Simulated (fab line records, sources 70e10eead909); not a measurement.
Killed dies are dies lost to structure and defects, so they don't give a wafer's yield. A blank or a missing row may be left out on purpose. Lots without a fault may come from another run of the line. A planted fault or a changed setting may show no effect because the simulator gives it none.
Which tool did it? | flow nand_harc | 12 lots, 36 wafers sampled, at 5 steps of a route of 1159

WHAT THE GAUGES READ, wafer by wafer
NHARC_END_SORT_01. Usual: killed_at_array 29, standard deviation 11; killed_at_other 0.6, standard deviation 0.75; killed_at_periphery 3.1, standard deviation 2.1; killed_dies 32, standard deviation 11; killed_open 3.0, standard deviation 1.8; killed_short 1.8, standard deviation 1.3.
lot  | measured     | on        | killed_at_array | killed_at_other | killed_at_periphery | killed_dies | killed_open | killed_short | flag
L509 | day 20 10:50 | prober-01 | 10 11 14        | 0 0 1           | 2 8 4               | 12 19 19    | 1 4 5       | 0 5 1        |
L510 | day 19 19:05 | prober-02 | 23 27 24        | 0 1 0           | 2 2 1               | 25 30 25    | 4 5 2       | 2 2 3        |
L511 | day 20 11:32 | prober-02 | 13 14 22        | 0 0 0           | 7 4 0               | 20 18 22    | 4 2 1       | 2 1 4        |
L512 | day 20 03:46 | prober-02 | 31 18 26        | 0 0 0           | 6 3 4               | 37 21 30    | 7 2 5       | 4 1 2        |
L513 | day 19 19:56 | prober-01 | 25 40 32        | 1 1 0           | 1 1 1               | 27 42 33    | 1 3 2       | 0 1 1        |
L515 | day 20 18:35 | prober-02 | 31 33 40        | 0 0 1           | 5 2 6               | 36 35 47    | 3 2 3       | 0 2 4        |
L520 | day 21 18:31 | prober-01 | 27 31 26        | 0 0 1           | 0 2 0               | 27 33 27    | 1 3 0       | 1 0 1        |
L521 | day 22 12:25 | prober-02 | 16 13 12        | 0 0 0           | 3 1 3               | 19 14 15    | 5 0 4       | 2 1 2        |
L527 | day 23 21:23 | prober-01 | 24 21 17        | 0 1 0           | 0 5 4               | 24 27 21    | 4 11 6      | 2 0 1        |
L531 | day 24 10:47 | prober-01 | 22 34 29        | 1 2 0           | 7 1 2               | 30 37 31    | 4 1 3       | 3 2 0        |
L532 | day 25 15:06 | prober-02 | 23 27 21        | 2 0 1           | 3 7 7               | 28 34 29    | 1 5 6       | 1 2 1        |

WHICH TOOL RAN EACH LOT (tool, then ch and the chambers of the sampled wafers, then the start)
lot  | NHARC_P_STI_ETCH_42               | NHARC_P_STI_ETCH_15             | NHARC_P_GATE_HM_DEP_102       | NHARC_P_GATE_ETCH_104
L509 | rie_diel-09 ch 0,1,3, day 2 15:48 | rie_si-03 ch 1,2, day 2 15:59   | acl_dep-02 ch 0, day 4 18:57  | rie_diel-10 ch 0,2,3, day 4 20:35
L510 | rie_diel-05 ch 0,1,2, day 2 15:59 | rie_si-01 ch 0,3, day 2 16:10   | acl_dep-03 ch 0, day 4 18:47  | rie_diel-11 ch 1,2,3, day 4 20:24
L511 | rie_diel-05 ch 0,3, day 3 04:00   | rie_si-06 ch 1,2,3, day 3 04:14 | acl_dep-03 ch 0, day 5 11:11  | rie_diel-10 ch 0,1,3, day 5 12:56
L512 | rie_diel-05 ch 1,2,3, day 3 04:10 | rie_si-03 ch 0,1,2, day 3 04:22 | acl_dep-01 ch 0, day 5 11:11  | rie_diel-10 ch 0,1,2, day 5 12:34
L513 | rie_diel-06 ch 0,2, day 3 12:18   | rie_si-06 ch 2,3, day 3 12:29   | acl_dep-02 ch 0, day 5 11:11  | rie_diel-10 ch 1,2, day 5 12:55
L514 | rie_diel-09 ch 0,3, day 3 17:17   | rie_si-03 ch 1,2,3, day 3 17:30 | acl_dep-02 ch 0, day 6 00:55  | rie_diel-10 ch 0,2,3, day 6 03:34
L515 | rie_diel-05 ch 0,1,3, day 4 00:31 | rie_si-06 ch 2,3, day 4 00:43   | acl_dep-02 ch 0, day 6 01:21  | rie_diel-11 ch 0,1, day 6 02:50
L520 | rie_diel-06 ch 0,1, day 5 04:55   | rie_si-01 ch 0,1,3, day 5 05:07 | acl_dep-02 ch 0, day 7 11:22  | rie_diel-11 ch 2,3, day 7 15:18
L521 | rie_diel-05 ch 0,2, day 5 13:02   | rie_si-06 ch 0,1,3, day 5 13:16 | acl_dep-03 ch 0, day 8 00:46  | rie_diel-08 ch 0,1, day 8 02:02
L527 | rie_diel-05 ch 0,2,3, day 7 05:46 | rie_si-03 ch 0,1,3, day 7 05:57 | acl_dep-02 ch 0, day 9 10:52  | rie_diel-08 ch 0,1, day 9 12:17
L531 | rie_diel-09 ch 0,2, day 7 20:23   | rie_si-06 ch 0,3, day 7 20:35   | acl_dep-02 ch 0, day 9 22:21  | rie_diel-10 ch 0,1,3, day 9 23:54
L532 | rie_diel-05 ch 0,1, day 8 07:02   | rie_si-06 ch 0,2,3, day 8 07:16 | acl_dep-02 ch 0, day 10 10:02 | rie_diel-08 ch 1,2, day 10 11:32
- NHARC_P_STI_ETCH_42: etches the open film in N2/H2, target depth 80 nm, overetch 24 nm, time 61 s.
- NHARC_P_STI_ETCH_15: etches the open film in HBr/Cl2, target depth 300 nm, time 100.1 s.
- NHARC_P_GATE_HM_DEP_102: deposits aC, target thk 120 nm.
- NHARC_P_GATE_ETCH_104: etches the open film in CF4/CHF3, target depth 60 nm.

WHAT THE TOOLS THEMSELVES READ (means of the sampled wafers that have a number; where no wafer has one, the mark that the record gives instead)
NHARC_P_STI_ETCH_42. Usual: drypump_motor_current_A 5.9 A, standard deviation 0.41; oes_product_au 0.999 a.u., standard deviation 0.013; rf_vpp_V 430.3 V, standard deviation 1.9; showerhead_plenum_p_Torr 2.03 Torr, standard deviation 0.062; throttle_valve_pct 14.172 %, standard deviation 0.0081.
lot  | tool        | drypump_motor_current_A (A) | oes_product_au (a.u.) | rf_vpp_V (V) | showerhead_plenum_p_Torr (Torr) | throttle_valve_pct (%) | flag
L509 | rie_diel-09 | 5.6                         | 0.992                 | 430.5        | 2.02                            | 14.177                 |
L510 | rie_diel-05 | 6.2                         | 0.990                 | 430.6        | 2.05                            | 14.160                 |
L511 | rie_diel-05 | 5.8                         | 0.995                 | 429.0        | 2.00                            | 14.174                 |
L512 | rie_diel-05 | 6.3                         | 0.989                 | 430.4        | 2.06                            | 14.171                 |
L513 | rie_diel-06 | 5.7                         | 1.007                 | 432.1        | 2.07                            | 14.170                 |
L514 | rie_diel-09 | 5.7                         | 0.999                 | 429.0        | 1.97                            | 14.174                 |
L515 | rie_diel-05 | 6.1                         | 0.987                 | 430.9        | 2.03                            | 14.164                 |
L520 | rie_diel-06 | 5.9                         | 1.019                 | 429.8        | 2.02                            | 14.173                 |
L521 | rie_diel-05 | 6.3                         | 1.008                 | 429.7        | 2.02                            | 14.177                 |
L527 | rie_diel-05 | 6.0                         | 0.994                 | 428.6        | 2.01                            | 14.171                 |
L531 | rie_diel-09 | 5.2                         | 1.000                 | 430.0        | 2.06                            | 14.172                 |
L532 | rie_diel-05 | 6.0                         | 0.999                 | 429.1        | 2.02                            | 14.171                 |

NHARC_P_STI_ETCH_15. Usual: drypump_motor_current_A 5.6 A, standard deviation 0.39; hbr_flow_sccm 149.9 sccm, standard deviation 0.38; oes_product_au 1.000 a.u., standard deviation 0.0096; throttle_valve_pct 26.405 %, standard deviation 0.0093.
lot  | tool      | drypump_motor_current_A (A) | hbr_flow_sccm (sccm) | oes_product_au (a.u.) | throttle_valve_pct (%) | flag
L509 | rie_si-03 | 5.3                         | 149.7                | 1.000                 | 26.394                 |
L510 | rie_si-01 | 5.9                         | 149.8                | 1.011                 | 26.398                 |
L511 | rie_si-06 | 5.8                         | 149.8                | 1.004                 | 26.403                 |
L512 | rie_si-03 | 5.2                         | 149.6                | 0.995                 | 26.414                 |
L513 | rie_si-06 | 5.4                         | 150.2                | 0.998                 | 26.401                 |
L514 | rie_si-03 | 5.5                         | 150.0                | 0.999                 | 26.405                 |
L515 | rie_si-06 | 5.8                         | 149.9                | 1.004                 | 26.409                 |
L520 | rie_si-01 | 5.7                         | 149.9                | 1.002                 | 26.400                 |
L521 | rie_si-06 | 5.9                         | 150.2                | 0.998                 | 26.412                 |
L527 | rie_si-03 | 5.3                         | 149.6                | 0.993                 | 26.406                 |
L531 | rie_si-06 | 5.9                         | 149.9                | 0.993                 | 26.399                 |
L532 | rie_si-06 | 5.6                         | 149.7                | 1.002                 | 26.407                 |

NHARC_P_GATE_HM_DEP_102. Usual: throttle_valve_pct 35.000 %, standard deviation 0.0089.
lot  | tool       | throttle_valve_pct (%) | flag
L509 | acl_dep-02 | 35.005                 |
L510 | acl_dep-03 | 35.005                 |
L511 | acl_dep-03 | 34.997                 |
L512 | acl_dep-01 | 35.001                 |
L513 | acl_dep-02 | 35.009                 |
L514 | acl_dep-02 | 35.002                 |
L515 | acl_dep-02 | 35.007                 |
L520 | acl_dep-02 | 35.001                 |
L521 | acl_dep-03 | 35.005                 |
L527 | acl_dep-02 | 35.001                 |
L531 | acl_dep-02 | 35.009                 |
L532 | acl_dep-02 | 35.002                 |

NHARC_P_GATE_ETCH_104. Usual: drypump_motor_current_A 5.8 A, standard deviation 0.42; oes_product_au 0.944 a.u., standard deviation 0.02; rf_vpp_V 370.6 V, standard deviation 2; showerhead_plenum_p_Torr 1.57 Torr, standard deviation 0.056; throttle_valve_pct 16.803 %, standard deviation 0.0094.
lot  | tool        | drypump_motor_current_A (A) | oes_product_au (a.u.) | rf_vpp_V (V) | showerhead_plenum_p_Torr (Torr) | throttle_valve_pct (%) | flag
L509 | rie_diel-10 | 5.6                         | 0.968                 | 371.6        | 1.61                            | 16.794                 |
L510 | rie_diel-11 | 6.3                         | 0.950                 | 371.5        | 1.60                            | 16.801                 |
L511 | rie_diel-10 | 5.5                         | 0.933                 | 370.3        | 1.57                            | 16.805                 |
L512 | rie_diel-10 | 5.3                         | 0.927                 | 370.7        | 1.57                            | 16.810                 |
L513 | rie_diel-10 | 5.2                         | 0.926                 | 371.2        | 1.58                            | 16.797                 |
L514 | rie_diel-10 | 5.5                         | 0.931                 | 371.7        | 1.61                            | 16.799                 |
L515 | rie_diel-11 | 6.1                         | 0.966                 | 370.3        | 1.54                            | 16.809                 |
L520 | rie_diel-11 | 6.3                         | 0.935                 | 371.3        | 1.61                            | 16.798                 |
L521 | rie_diel-08 | 6.0                         | 0.928                 | 371.7        | 1.60                            | 16.800                 |
L527 | rie_diel-08 | 6.0                         | 0.960                 | 372.0        | 1.60                            | 16.804                 |
L531 | rie_diel-10 | 5.5                         | 0.949                 | 370.9        | 1.56                            | 16.805                 |
L532 | rie_diel-08 | 6.3                         | 0.930                 | 372.3        | 1.60                            | 16.790                 |

THE ANSWER, worked out from the rows above alone
Rule: a lot is off if the mean of its wafers that have a number lies more than 3 standard deviations from the usual mean. A lot without any number at a reading at which 4 lots or more have one is off too. The other lots that the step has rows for count as sound. The gauges are gone through in route order, then the tools' own readings, and for those a lot's mean is taken as printed above. The first step at which some lot is off is used, and at that step the reading that is off furthest; a lot without a number counts as furthest.
No lot is off at any reading shown: from this, nothing can be told.

WHAT THE SIMULATOR HAD PUT IN
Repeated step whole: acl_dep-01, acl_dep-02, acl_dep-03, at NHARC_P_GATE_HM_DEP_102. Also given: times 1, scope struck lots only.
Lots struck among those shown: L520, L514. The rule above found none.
